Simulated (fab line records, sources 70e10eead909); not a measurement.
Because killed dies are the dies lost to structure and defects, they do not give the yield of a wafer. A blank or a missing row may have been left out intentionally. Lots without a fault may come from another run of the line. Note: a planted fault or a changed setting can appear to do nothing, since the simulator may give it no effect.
Chamber matching | flow nandHarc | 4 sister chambers for NHARC_P_STI_DESCUM_14 on rieDiel-06
The step chemistry O2, time 3 s. 8 wafers are shown with their chamber, then 9 later ones without.

## WAFERS, EACH WITH ITS CHAMBER
wafer  | chamber | rfVppV (V) | throttleValvePct (%)
L087.1 | 1       | 57.3       | 11.315
L087.2 | 0       | 58.3       | 11.313
L087.5 | 3       | 58.2       | 11.333
L089.1 | 3       | 58.5       | 11.305
L089.3 | 0       | 57.8       | 11.303
L091.3 | 2       | 58.2       | 11.309
L091.5 | 1       | 58.1       | 11.318
L091.6 | 2       | 59.0       | 11.312

## WAFERS WITHOUT THEIR CHAMBER
wafer  | rfVppV (V) | throttleValvePct (%)
L095.2 | 57.7       | 11.308
L095.3 | 57.0       | 11.299
L095.4 | 58.4       | 11.316
L096.1 | 57.9       | 11.314
L096.2 | 56.8       | 11.316
L096.3 | 56.8       | 11.295
L097.1 | 57.5       | 11.312
L097.5 | 57.9       | 11.302
L097.6 | 57.2       | 11.314

## WHICH CHAMBER EACH ONE RAN IN
wafer  | from the rows above               | in truth
L095.2 | can't be placed: 0 or 1 or 3 or 2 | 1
L095.3 | can't be placed: 1 or 0 or 3 or 2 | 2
L095.4 | can't be placed: 3 or 2 or 0 or 1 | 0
L096.1 | can't be placed: 1 or 0 or 3 or 2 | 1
L096.2 | can't be placed: 1 or 0 or 3      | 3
L096.3 | can't be placed: 1 or 0 or 3 or 2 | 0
L097.1 | can't be placed: 1 or 0 or 3 or 2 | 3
L097.5 | can't be placed: 0 or 1 or 2 or 3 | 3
L097.6 | can't be placed: 1 or 0 or 3 or 2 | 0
Correctly placed: 0 of 9. Can't be placed from these rows: 9 (the true chamber is among the candidates in 9). Wrongly placed: 0.
How it was worked out, from the rows above alone: a wafer's distance from a chamber is the root of the sum, over the readings, of the square of ((its reading less the chamber's mean) divided by the reading's scatter). If the next closest chamber is less than 2 further off than the closest, the wafer can't be placed; otherwise it belongs to the closest. Each chamber's mean is taken over the wafers shown for it. The scatter is the square root of a quotient: the sum, over the shown wafers, of each reading's squared deviation from its chamber's mean, divided by wafers minus chambers.
